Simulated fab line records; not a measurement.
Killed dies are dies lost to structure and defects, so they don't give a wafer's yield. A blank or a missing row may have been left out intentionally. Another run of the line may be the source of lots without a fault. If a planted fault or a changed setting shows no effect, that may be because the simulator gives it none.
Matching of chambers + flow nand harc + rie diel-04 running NHARC_P_GATE_STRIP_108: 4 sister chambers
The step strips in O2. 18 wafers are shown with their chamber, then 9 later ones without.

== WAFERS WITH THEIR CHAMBER ==
| wafer  | chamber | showerhead plenum p Torr (Torr) | drypump motor current A (A) | rf vpp V (V) |
|--------|---------|---------------------------------|-----------------------------|--------------|
| L076.2 | 2       | 3.55                            | 5.4                         | 58.7         |
| L076.3 | 1       | 3.66                            | 5.8                         | 57.6         |
| L076.4 | 3       | 3.63                            | 5.5                         | 58.8         |
| L078.4 | 1       | 3.66                            | 5.8                         | 57.6         |
| L078.5 | 2       | 3.55                            | 5.4                         | 58.8         |
| L078.6 | 3       | 3.63                            | 5.5                         | 58.3         |
| L084.2 | 1       | 3.66                            | 5.9                         | 58.4         |
| L084.3 | 0       | 3.50                            | 5.8                         | 56.6         |
| L084.5 | 0       | 3.50                            | 5.8                         | 57.8         |
| L087.4 | 3       | 3.63                            | 5.5                         | 57.9         |
| L087.5 | 3       | 3.63                            | 5.5                         | 58.2         |
| L087.6 | 0       | 3.50                            | 5.8                         | 57.8         |
| L087.1 | 1       | 3.65                            | 5.8                         | 58.6         |
| L087.2 | 2       | 3.55                            | 5.4                         | 58.4         |
| L087.3 | 0       | 3.50                            | 5.8                         | 57.8         |
| L090.1 | 1       | 3.65                            | 5.8                         | 58.3         |
| L090.3 | 0       | 3.50                            | 5.8                         | 57.4         |
| L090.5 | 3       | 3.63                            | 5.5                         | 57.7         |

SIGNATURES, as means of the wafers listed above
| reading                  | chamber 0 | chamber 1 | chamber 2 | chamber 3 | scatter within a chamber |
|--------------------------|-----------|-----------|-----------|-----------|--------------------------|
| showerhead plenum p Torr | 3.5000    | 3.6560    | 3.5500    | 3.6300    | 0.00293                  |
| drypump motor current A  | 5.800     | 5.820     | 5.400     | 5.500     | 0.0239                   |
| rf vpp V                 | 57.480    | 58.100    | 58.633    | 58.180    | 0.444                    |
Rule: for a wafer and a chamber, the distance is found by dividing, reading by reading, the gap between the wafer's reading and the chamber's mean by the reading's scatter, squaring, summing and taking the root. The wafer belongs to the nearest chamber; if the next one is less than 2 further off, it can't be placed. The scatter: the root of (the sum of the squares of (reading less its chamber's mean) over the shown wafers, divided by (wafers less chambers)).

== WAFERS WITH NO CHAMBER GIVEN ==
| wafer  | showerhead plenum p Torr (Torr) | drypump motor current A (A) | rf vpp V (V) |
|--------|---------------------------------|-----------------------------|--------------|
| L092.1 | 3.65                            | 5.9                         | 57.0         |
| L092.2 | 3.55                            | 5.4                         | 57.9         |
| L092.4 | 3.63                            | 5.5                         | 59.0         |
| L092.3 | 3.50                            | 5.8                         | 57.5         |
| L092.5 | 3.55                            | 5.4                         | 57.6         |
| L092.6 | 3.65                            | 5.8                         | 58.1         |
| L096.1 | 3.63                            | 5.5                         | 57.9         |
| L096.3 | 3.55                            | 5.4                         | 57.7         |
| L096.6 | 3.55                            | 5.4                         | 58.0         |

== THE CHAMBER EACH PASSED THROUGH ==
| wafer  | from the rows above | in truth |
|--------|---------------------|----------|
| L092.1 | 1                   | 1        |
| L092.2 | 2                   | 2        |
| L092.4 | 3                   | 3        |
| L092.3 | 0                   | 0        |
| L092.5 | 2                   | 2        |
| L092.6 | 1                   | 1        |
| L096.1 | 3                   | 3        |
| L096.3 | 2                   | 2        |
| L096.6 | 2                   | 2        |
9 of 9 placed correctly. Not placeable from these rows: 0. Wrongly placed: 0.
